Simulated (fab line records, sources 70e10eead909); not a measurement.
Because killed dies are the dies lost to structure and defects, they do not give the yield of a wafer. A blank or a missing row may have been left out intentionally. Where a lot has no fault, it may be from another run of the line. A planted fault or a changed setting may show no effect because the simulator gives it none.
A lot that was struck, set against a sound lot    flow nandHarc    13 steps out of a route of 1159
Sound: the wafers L130.1, L130.3, L130.6. Struck: wafers L140.2, L140.4, L140.6. The cause is given at the end.
Per side, at each step with rows, come the tool, then ch with its chambers, and then its first start. Under that, the readings that differ: sound wafers    struck wafers    difference of the means    sigmas: that difference in standard deviations of wafers without a fault.
alike: a reading whose means differ by less than 2 such deviations, as well as words and numbers matching on both sides. not compared: withheld readings; readings where some wafer has no value; bounds like >300 that might hide an equal value; numbers whose values overlap and for which the record gives no deviation.
A row with sigmas, a row that says differs or no value, or rows on one side alone: a step with any of these is where the two part. When numbers do not overlap yet have no deviation, they are printed without sigmas and do not part them. A reading that every wafer of one side lacks parts them only if that side has two wafers or more.

NHARC_A_STAIRCASE_STRIP_295: strips in O2.
  sound: rieDiel-02 ch 1,2; struck: rieDiel-05 ch 0,1
  alike: drypumpMotorCurrentA, o2FlowSccm, oesProductAu, rfVppV, showerheadPlenumPTorr, throttleValvePct
  not compared: rfHoursCounterH
then, 3 steps without rows for these wafers: NHARC_A_STAIRCASE_STRIP_296 (strips in SPM, time 900 s); NHARC_A_STAIRCASE_PRECLEAN_297 (cleans in SC1); NHARC_A_STAIRCASE_SRD_298.
NHARC_A_STAIRCASE_HM_DEP_462: deposits aC, target thk 800 nm.
  sound on aclDep-03 ch 0, day 12 17:31; struck on aclDep-01 ch 0, day 15 20:53
  alike: throttleValvePct
NHARC_A_STAIRCASE_DEP_301: deposits SiON, target thk 30 nm.
  sound on pecvd-03 ch 0,2, day 12 19:22; struck on pecvd-04 ch 1,2, day 15 22:32
  alike: heaterPowerW
then, 5 steps without rows for these wafers: NHARC_A_STAIRCASE_DEHYDRATE_302 (time 120 s); NHARC_A_STAIRCASE_HMDS_303 (time 30 s); NHARC_A_STAIRCASE_COAT_304; NHARC_A_STAIRCASE_SOFTBAKE_305 (time 170 s); NHARC_A_STAIRCASE_EBR_306.
NHARC_A_STAIRCASE_EXPOSE_307: exposes mask CHOP 50.
  struck on krfScanner-03, day 15 23:05; sound on krfScanner-04 ch 0, day 12 19:58
  no value came back on the struck wafers for exposureDoseMJCm2, focusOffsetNm (nm); on the sound wafers exposureDoseMJCm2 reads 45.71 45.74 45.72
  alike: mask
then, 1 step without rows for these wafers: NHARC_A_STAIRCASE_PEB_308 (peb time 130 s).

## WHERE THEY PART
Only at NHARC_A_STAIRCASE_EXPOSE_307, within this record.

WHY: what had been put in by the simulator
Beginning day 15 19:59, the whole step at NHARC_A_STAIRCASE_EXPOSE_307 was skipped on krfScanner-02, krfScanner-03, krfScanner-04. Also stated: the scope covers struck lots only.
